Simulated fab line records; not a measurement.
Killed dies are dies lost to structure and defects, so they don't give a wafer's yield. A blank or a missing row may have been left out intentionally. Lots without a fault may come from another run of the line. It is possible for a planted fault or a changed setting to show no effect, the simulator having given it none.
Which tool was responsible? / flow nand-harc / 14 lots, 42 wafers sampled, at 2 steps of a route of 1302

== WHAT EACH GAUGE READ, for each wafer ==
NHARC_A_CONTACT_INSPECT_10.
lot=L196; measured=day 22 02:23; on=defect-inspect-01; raw-defect-count=20 21 19
lot=L198; measured=day 23 04:17; on=defect-inspect-01; raw-defect-count=87 103 94
lot=L199; measured=day 23 04:59; on=defect-inspect-02; raw-defect-count=63 65 56
lot=L200; measured=day 23 21:03; on=defect-inspect-01; raw-defect-count=89 119 97
lot=L203; measured=day 24 21:53; on=defect-inspect-01; raw-defect-count=127 119 103
lot=L202; measured=day 24 22:21; on=defect-inspect-01; raw-defect-count=58 69 75
lot=L211; measured=day 28 10:59; on=defect-inspect-02; raw-defect-count=133 148 130
lot=L213; measured=day 29 08:05; on=defect-inspect-01; raw-defect-count=26 24 20
lot=L212; measured=day 29 09:09; on=defect-inspect-01; raw-defect-count=56 51 63
lot=L214; measured=day 29 15:40; on=defect-inspect-02; raw-defect-count=108 123 119
lot=L216; measured=day 30 08:25; on=defect-inspect-02; raw-defect-count=91 78 98
lot=L217; measured=day 31 07:32; on=defect-inspect-01; raw-defect-count=82 79 81
lot=L218; measured=day 31 21:05; on=defect-inspect-01; raw-defect-count=41 45 50
lot=L219; measured=day 32 13:01; on=defect-inspect-01; raw-defect-count=71 72 69

== WHAT TOOL EACH LOT RAN ON (gives the tool, then ch and the chambers of the sampled wafers, and finally the start) ==
lot=L196; NHARC_A_CONTACT_DEP_85=pecvd-02 ch 0,1, day 22 01:32
lot=L198; NHARC_A_CONTACT_DEP_85=pecvd-04 ch 1,2, day 23 03:28
lot=L199; NHARC_A_CONTACT_DEP_85=pecvd-04 ch 0,2, day 23 04:10
lot=L200; NHARC_A_CONTACT_DEP_85=pecvd-04 ch 0,1,2, day 23 20:25
lot=L203; NHARC_A_CONTACT_DEP_85=pecvd-01 ch 0,1,2, day 24 21:02
lot=L202; NHARC_A_CONTACT_DEP_85=pecvd-04 ch 0,1,2, day 24 21:32
lot=L211; NHARC_A_CONTACT_DEP_85=pecvd-04 ch 1,2, day 28 10:17
lot=L213; NHARC_A_CONTACT_DEP_85=pecvd-02 ch 0,2, day 29 07:24
lot=L212; NHARC_A_CONTACT_DEP_85=pecvd-02 ch 1,2, day 29 08:17
lot=L214; NHARC_A_CONTACT_DEP_85=pecvd-02 ch 0,1,2, day 29 14:50
lot=L216; NHARC_A_CONTACT_DEP_85=pecvd-02 ch 0,2, day 30 07:42
lot=L217; NHARC_A_CONTACT_DEP_85=pecvd-04 ch 0,1,2, day 31 06:43
lot=L218; NHARC_A_CONTACT_DEP_85=pecvd-02 ch 2, day 31 20:09
lot=L219; NHARC_A_CONTACT_DEP_85=pecvd-01 ch 0,1,2, day 32 12:15
- NHARC_A_CONTACT_DEP_85: deposits SiON, target thk 60 nm.

== WHAT THE TOOLS THEMSELVES READ (means of the sampled wafers that have a number; where no wafer has one, the mark that the record gives instead) ==
NHARC_A_CONTACT_DEP_85.
lot=L196; tool=pecvd-02; heater-power-w (W)=735
lot=L198; tool=pecvd-04; heater-power-w (W)=716
lot=L199; tool=pecvd-04; heater-power-w (W)=556
lot=L200; tool=pecvd-04; heater-power-w (W)=774
lot=L203; tool=pecvd-01; heater-power-w (W)=759
lot=L202; tool=pecvd-04; heater-power-w (W)=692
lot=L211; tool=pecvd-04; heater-power-w (W)=870
lot=L213; tool=pecvd-02; heater-power-w (W)=692
lot=L212; tool=pecvd-02; heater-power-w (W)=736
lot=L214; tool=pecvd-02; heater-power-w (W)=713
lot=L216; tool=pecvd-02; heater-power-w (W)=685
lot=L217; tool=pecvd-04; heater-power-w (W)=710
lot=L218; tool=pecvd-02; heater-power-w (W)=717
lot=L219; tool=pecvd-01; heater-power-w (W)=719

== THE ANSWER, worked out from the rows above alone ==
Rule: what is usual is taken from the lots themselves. Put in order of their means at a reading, lots are off if they are a third of the lots or fewer, leave a main group of 4 or more, and stand apart from it by a gap of 3 or more times the standard deviation of the main group's means; of several such gaps the widest counts. The tables above print the reading to a certain number of digits; a main group whose means all agree to those digits is not used. A lot without any number at a reading at which 4 lots or more have one is off too. All remaining lots with rows at the step are treated as sound. First the gauges in route order, then the tools' own readings, where a lot's mean is used as printed above. At the first step where some lot is off, the reading lying furthest off is the one used; lots without a number count as furthest.
None of the lots is off at any reading shown; this tells nothing.

== WHAT THE SIMULATOR HAD PUT IN ==
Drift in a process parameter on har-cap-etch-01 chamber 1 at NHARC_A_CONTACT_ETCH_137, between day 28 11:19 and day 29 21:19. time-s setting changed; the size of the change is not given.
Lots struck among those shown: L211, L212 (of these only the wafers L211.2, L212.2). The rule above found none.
